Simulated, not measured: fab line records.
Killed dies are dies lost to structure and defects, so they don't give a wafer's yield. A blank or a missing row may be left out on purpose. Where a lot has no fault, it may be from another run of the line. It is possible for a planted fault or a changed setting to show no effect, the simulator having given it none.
Matching of chambers / flow n5Finfet / N5_BEOL_M0_SAQP_STRIP_86 on rieDiel-01: 4 sister chambers
The step strips in N2/H2. 18 wafers are shown with their chamber, then 9 later ones without.

== WAFERS, EACH WITH ITS CHAMBER ==
wafer=L077.1; chamber=0; showerheadPlenumPTorr (Torr)=3.45; drypumpMotorCurrentA (A)=5.3; throttleValvePct (%)=19.2
wafer=L077.4; chamber=1; showerheadPlenumPTorr (Torr)=3.37; drypumpMotorCurrentA (A)=5.6; throttleValvePct (%)=19.4
wafer=L077.6; chamber=3; showerheadPlenumPTorr (Torr)=3.47; drypumpMotorCurrentA (A)=5.5; throttleValvePct (%)=18.9
wafer=L078.1; chamber=3; showerheadPlenumPTorr (Torr)=3.47; drypumpMotorCurrentA (A)=5.4; throttleValvePct (%)=18.9
wafer=L078.3; chamber=0; showerheadPlenumPTorr (Torr)=3.44; drypumpMotorCurrentA (A)=5.3; throttleValvePct (%)=19.2
wafer=L078.5; chamber=0; showerheadPlenumPTorr (Torr)=3.44; drypumpMotorCurrentA (A)=5.3; throttleValvePct (%)=19.2
wafer=L086.1; chamber=1; showerheadPlenumPTorr (Torr)=3.35; drypumpMotorCurrentA (A)=5.6; throttleValvePct (%)=19.5
wafer=L086.2; chamber=3; showerheadPlenumPTorr (Torr)=3.46; drypumpMotorCurrentA (A)=5.4; throttleValvePct (%)=18.9
wafer=L086.6; chamber=1; showerheadPlenumPTorr (Torr)=3.35; drypumpMotorCurrentA (A)=5.6; throttleValvePct (%)=19.5
wafer=L087.1; chamber=0; showerheadPlenumPTorr (Torr)=3.44; drypumpMotorCurrentA (A)=5.3; throttleValvePct (%)=18.8
wafer=L087.3; chamber=1; showerheadPlenumPTorr (Torr)=3.35; drypumpMotorCurrentA (A)=5.6; throttleValvePct (%)=19.5
wafer=L087.4; chamber=2; showerheadPlenumPTorr (Torr)=3.47; drypumpMotorCurrentA (A)=5.5; throttleValvePct (%)=19.6
wafer=L088.1; chamber=0; showerheadPlenumPTorr (Torr)=3.44; drypumpMotorCurrentA (A)=5.3; throttleValvePct (%)=18.8
wafer=L088.4; chamber=3; showerheadPlenumPTorr (Torr)=3.46; drypumpMotorCurrentA (A)=5.5; throttleValvePct (%)=18.9
wafer=L088.5; chamber=0; showerheadPlenumPTorr (Torr)=3.44; drypumpMotorCurrentA (A)=5.3; throttleValvePct (%)=18.8
wafer=L090.1; chamber=0; showerheadPlenumPTorr (Torr)=3.43; drypumpMotorCurrentA (A)=5.3; throttleValvePct (%)=18.8
wafer=L090.3; chamber=3; showerheadPlenumPTorr (Torr)=3.46; drypumpMotorCurrentA (A)=5.5; throttleValvePct (%)=18.9
wafer=L090.6; chamber=1; showerheadPlenumPTorr (Torr)=3.35; drypumpMotorCurrentA (A)=5.6; throttleValvePct (%)=19.5

SIGNATURES, as means of the wafers listed above
reading=showerheadPlenumPTorr; chamber 0=3.4400; chamber 1=3.3540; chamber 2=3.4700; chamber 3=3.4640; scatter within a chamber=0.00676
reading=drypumpMotorCurrentA; chamber 0=5.300; chamber 1=5.600; chamber 2=5.500; chamber 3=5.460; scatter within a chamber=0.0293
reading=throttleValvePct; chamber 0=18.971; chamber 1=19.480; chamber 2=19.600; chamber 3=18.900; scatter within a chamber=0.142
Rule: distance of a wafer from a chamber = root of the sum over the readings of ((wafer's reading minus chamber's mean) / reading's scatter) squared. The wafer belongs to the nearest chamber; if the next one is less than 2 further off, it can't be placed. The scatter: take each reading less its chamber's mean, square it, sum over the shown wafers, divide by the number of wafers less the number of chambers, and take the root.

== WAFERS MISSING THEIR CHAMBER ==
wafer=L094.3; showerheadPlenumPTorr (Torr)=3.35; drypumpMotorCurrentA (A)=5.6; throttleValvePct (%)=19.5
wafer=L094.5; showerheadPlenumPTorr (Torr)=3.47; drypumpMotorCurrentA (A)=5.5; throttleValvePct (%)=19.6
wafer=L094.6; showerheadPlenumPTorr (Torr)=3.45; drypumpMotorCurrentA (A)=5.5; throttleValvePct (%)=18.9
wafer=L096.1; showerheadPlenumPTorr (Torr)=3.34; drypumpMotorCurrentA (A)=5.6; throttleValvePct (%)=19.5
wafer=L096.4; showerheadPlenumPTorr (Torr)=3.45; drypumpMotorCurrentA (A)=5.5; throttleValvePct (%)=18.9
wafer=L096.5; showerheadPlenumPTorr (Torr)=3.43; drypumpMotorCurrentA (A)=5.3; throttleValvePct (%)=18.8
wafer=L097.3; showerheadPlenumPTorr (Torr)=3.34; drypumpMotorCurrentA (A)=5.6; throttleValvePct (%)=19.5
wafer=L097.4; showerheadPlenumPTorr (Torr)=3.43; drypumpMotorCurrentA (A)=5.3; throttleValvePct (%)=18.9
wafer=L097.5; showerheadPlenumPTorr (Torr)=3.45; drypumpMotorCurrentA (A)=5.5; throttleValvePct (%)=18.9

== THE CHAMBER EACH PASSED THROUGH ==
wafer=L094.3; from the rows above=1; in truth=1
wafer=L094.5; from the rows above=2; in truth=2
wafer=L094.6; from the rows above=3; in truth=3
wafer=L096.1; from the rows above=1; in truth=1
wafer=L096.4; from the rows above=3; in truth=3
wafer=L096.5; from the rows above=0; in truth=0
wafer=L097.3; from the rows above=1; in truth=1
wafer=L097.4; from the rows above=0; in truth=0
wafer=L097.5; from the rows above=3; in truth=3
Correctly placed: 9 of 9. Number that these rows cannot place: 0. Number placed wrongly: 0.
